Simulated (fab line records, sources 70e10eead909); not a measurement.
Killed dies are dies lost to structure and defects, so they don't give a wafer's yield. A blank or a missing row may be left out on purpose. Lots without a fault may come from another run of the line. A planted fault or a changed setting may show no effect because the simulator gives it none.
A struck lot beside a sound one | flow nand_harc | 14 steps out of a route of 1159
Sound: wafers L242.2, L242.4, L242.5. Struck: wafer L238.6. (L238.2, L238.5 of the same lot were not struck and are left out.) The cause comes at the end.
At each step with rows: each side's tool, then ch and its chambers, then its first start. Under that, the readings that differ: sound wafers | struck wafers | difference of the means | sigmas: that difference in standard deviations of wafers without a fault.
alike: readings whose means differ by less than 2 such deviations, and words and numbers that are the same on both sides. not compared: withheld readings, readings that some wafer has no value for, bounds like >300 that may hide the same value, and numbers for which the record gives no deviation and whose values overlap.
The two part at a step that has a row with sigmas, a row that says differs or no value, or rows on one side only. Numbers that don't overlap but have no deviation are shown without sigmas and don't part them. A reading that every wafer of one side lacks parts them only if that side has two wafers or more.

first, 5 steps without rows for these wafers: NHARC_P_GATE_SOFTBAKE_21 (time 55 s); NHARC_P_GATE_EBR_22; NHARC_P_GATE_EXPOSE_23 (exposes mask P GATE, target cd 120 nm); NHARC_P_GATE_PEB_24 (peb time 65 s); NHARC_P_GATE_DEVELOP_25 (develop time 35 s).
NHARC_P_GATE_CD_MEAS_26: target cd 120 nm.
  sound on cd_sem-03 ch 0, day 7 21:54; struck on cd_sem-01 ch 0, day 7 02:56
  alike: cd_nm
NHARC_P_GATE_OVL_MEAS_27:
  sound on overlay-01, day 7 21:59; struck on overlay-01, day 7 03:02
  reading           | sound          | struck | difference | sigmas
  overlay_x_nm (nm) | -1.5 -2.0 -1.7 | 0.7    | +2.4       | +3
  alike: overlay_y_nm
NHARC_P_GATE_INSPECT_28:
  sound on defect_inspect-01, day 7 22:02; struck on defect_inspect-02, day 7 03:04
  alike: raw_defect_count
NHARC_P_GATE_DESCUM_31: chemistry O2, time 3 s.
  sound on rie_diel-06 ch 1,2, day 7 22:08; struck on rie_diel-08 ch 0, day 7 03:08
  alike: drypump_motor_current_A, oes_product_au, rf_vpp_V, showerhead_plenum_p_Torr, throttle_valve_pct
  not compared: rf_hours_counter_h
NHARC_P_GATE_ETCH_104: etches the open film in CF4/CHF3, target depth 60 nm.
  sound on rie_diel-06 ch 0,2,3, day 7 22:17; struck on rie_diel-08 ch 3, day 7 03:13
  reading                | sound                | struck | difference | sigmas
  throttle_valve_pct (%) | 16.799 16.793 16.798 | 16.819 | +0.022     | +2
  alike: bias_w, drypump_motor_current_A, oes_product_au, rf_vpp_V, showerhead_plenum_p_Torr
NHARC_P_GATE_HM_OPEN_105: chemistry O2/COS, target depth 360 nm.
  sound on rie_diel-06 ch 1,3; struck on rie_diel-08 ch 0
  alike: bias_w, cos_flow_sccm, drypump_motor_current_A, oes_product_au, rf_vpp_V, showerhead_plenum_p_Torr, throttle_valve_pct
  not compared: rf_hours_counter_h
then, 1 step without rows for these wafers: NHARC_P_GATE_STRIP_106 (strips in O2/COS).
NHARC_P_GATE_ETCH_114: etches the open film in CF4/O2, target depth 30 nm, overetch 3 nm, time 16.5 s.
  sound on rie_diel-06 ch 0,2,3, day 7 22:00; struck on rie_diel-08 ch 0, day 7 03:00
  reading          | sound          | struck | difference | sigmas
  run_length_s (s) | 37.9 37.2 36.8 | 35.3   | -2.0       | -4
  alike: drypump_motor_current_A, oes_product_au, rf_vpp_V, showerhead_plenum_p_Torr, throttle_valve_pct
  not compared: bias_w, rf_hours_counter_h
NHARC_P_GATE_ETCH_32: etches the open film in HBr/Cl2, target depth 150 nm, time 100.1 s.
  sound on rie_si-06 ch 0,2, day 7 22:51; struck on rie_si-05 ch 0, day 7 03:36
  alike: bias_w, drypump_motor_current_A, he_backside_leak_sccm, oes_product_au, throttle_valve_pct
  not compared: rf_hours_counter_h

WHERE THEY PART
First at NHARC_P_GATE_OVL_MEAS_27; last, within this record, at NHARC_P_GATE_ETCH_114. Later steps at which nothing parts them and some readings are alike: NHARC_P_GATE_ETCH_32.

WHY: what the simulator had put in
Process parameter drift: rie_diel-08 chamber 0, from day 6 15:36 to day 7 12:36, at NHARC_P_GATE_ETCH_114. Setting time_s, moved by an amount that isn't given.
